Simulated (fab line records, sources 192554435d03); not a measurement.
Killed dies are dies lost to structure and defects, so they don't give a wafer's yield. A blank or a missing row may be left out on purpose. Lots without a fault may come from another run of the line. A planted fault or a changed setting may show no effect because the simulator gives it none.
A struck lot beside a sound one | flow n5_finfet | 36 steps out of a route of 1938
Sound: wafers L364.3, L364.5, L364.6. Struck: wafers L371.1, L371.2, L371.6. The cause comes at the end.
At each step with rows: each side's tool, then ch and its chambers, then its first start. Under that, the readings that differ: sound wafers | struck wafers | difference of the means | sigmas: that difference in standard deviations of wafers without a fault.
alike: readings whose means differ by less than 2 such deviations, and words and numbers that are the same on both sides. not compared: withheld readings, readings that some wafer has no value for, bounds like >300 that may hide the same value, and numbers for which the record gives no deviation and whose values overlap.
The two part at a step that has a row with sigmas, a row that says differs or no value, or rows on one side only. Numbers that don't overlap but have no deviation are shown without sigmas and don't part them. A reading that every wafer of one side lacks parts them only if that side has two wafers or more.

first, 9 steps without rows for these wafers: N5_BEOL_M4_ANNEAL_95 (time 240 s); N5_BEOL_M4_SPUTTER_96 (material Cu, target thk 4.5 nm, time 8.29 s); N5_BEOL_M4_ECD_50 (material Cu, target thk 300 nm); N5_BEOL_M4_ANNEAL_51 (time 90 s); N5_BEOL_M4_CMP_52 (polishes, stops on SiOC, t overpolish 6.8 s, target thk 40 nm); N5_BEOL_M4_PRE_CLEAN_60 (time 15 s); N5_BEOL_M4_CO_CAP_55 (material Co, precursor CCTBA/H2, target thk 2 nm, time 102.1 s); N5_BEOL_M4_PRE_CLEAN_56 (time 15 s); N5_BEOL_M4_DEP_57 (deposits SiCN from 3MS/NH3, target thk 8 nm, time 14 s).
N5_BEOL_M4_RC_MEAS_101:
  sound on prober-02 ch 0, day 9 04:32; struck on prober-01 ch 0, day 13 12:00
  reading        | sound             | struck            | difference | sigmas
  DIBL_P (mV/V)  | 35.3 35.2 33.9    | 38.2 37.5 39.1    | +3.5       | +2
  IOFF_N (nA/um) | 0.147 0.159 0.130 | 0.209 0.190 0.214 | +0.059     | +3
  IOFF_P (nA/um) | 0.207 0.198 0.189 | 0.269 0.247 0.276 | +0.066     | +2
  VT_N (mV)      | 250.7 251.4 253.6 | 245.7 246.2 246.3 | -5.8       | -2
  alike: DIBL_N, ION_N, ION_P, SS_N, SS_P, VT_P
then, 24 steps without rows for these wafers: N5_BEOL_M5_ILD_DEP_00 (deposits SiCOH lowk from DEMS/porogen, target thk 140.64 nm, time 25.9 s); N5_BEOL_M5_CURE_79 (cures SiCOH lowk, time 240 s); N5_BEOL_M5_PECVD_70 (deposits SiO2 from TEOS/O2, target thk 16 nm, time 18 s); N5_BEOL_M5_HM_DEP_02 (deposits TiN, target thk 20 nm); N5_BEOL_M5_COAT_59 (time 60 s, resist thk 60 nm); N5_BEOL_M5_COAT_60 (time 60 s, resist thk 12 nm); N5_BEOL_M5_COAT_71 (time 60 s, resist thk 5 nm); N5_BEOL_M5_COAT_05 (resist thk 30 nm); N5_BEOL_M5_EBR_07; N5_BEOL_M5_SOFTBAKE_06 (time 60 s); N5_BEOL_M5_EXPOSE_08 (exposes mask M5, target cd 28 nm); N5_BEOL_M5_PEB_09 (peb time 60 s); N5_BEOL_M5_DEVELOP_10 (develop time 30 s); N5_BEOL_M5_DESCUM_16 (chemistry O2, time 7 s); N5_BEOL_M5_ETCH_72 (etches underlayer in N2/H2, target depth 6.5 nm, time 5.2 s); N5_BEOL_M5_ETCH_61 (etches SiARC in CF4, target depth 15.6 nm, time 26 s); N5_BEOL_M5_ETCH_62 (etches SOC in N2/H2, target depth 75 nm, overetch 15 nm, time 112.5 s); N5_BEOL_M5_STRIP_63 (strips in N2/H2); N5_BEOL_M5_STRIP_73 (strips in N2/H2); N5_BEOL_M5_STRIP_64 (strips in CF4); N5_BEOL_M5_HM_OPEN_17 (chemistry Cl2/BCl3, target TiN, target depth 20 nm, overetch 6 nm); N5_BEOL_M5_STRIP_19 (strips in O2); N5_BEOL_M5_COAT_65 (time 60 s, resist thk 60 nm); N5_BEOL_M5_COAT_66 (time 60 s, resist thk 12 nm).
-- the record jumps here: 4 days lie between the struck wafers' starts before and after (it left off in module BEOL_M5 and takes up again in module MIM_TOP_ETCH, whose first step shown is number 1851 of the route) --
N5_MIM_TOP_ETCH_ETCH_00: etches TiN in Cl2/BCl3, target depth 38.5 nm.
  sound on rie_metal-03 ch 0,1, day 13 01:54; struck on rie_metal-03 ch 0,1, day 17 13:10
  no value came back on the struck wafers for any of 6 readings (bcl3_flow_sccm (sccm), bias_w (W) and others); on the sound wafers bcl3_flow_sccm (sccm) reads 21.78 21.78 21.77
  not compared: model.coat_of_MIM_TOP_LITHO_COAT_02.thk_nm
N5_PASSIVATION_PROBE_49:
  the record has rows for the struck wafers here (prober-02, day 18 00:19) and none for the sound ones

WHERE THEY PART
First at N5_BEOL_M4_RC_MEAS_101; last, within this record, at N5_PASSIVATION_PROBE_49.

WHY: what the simulator had put in
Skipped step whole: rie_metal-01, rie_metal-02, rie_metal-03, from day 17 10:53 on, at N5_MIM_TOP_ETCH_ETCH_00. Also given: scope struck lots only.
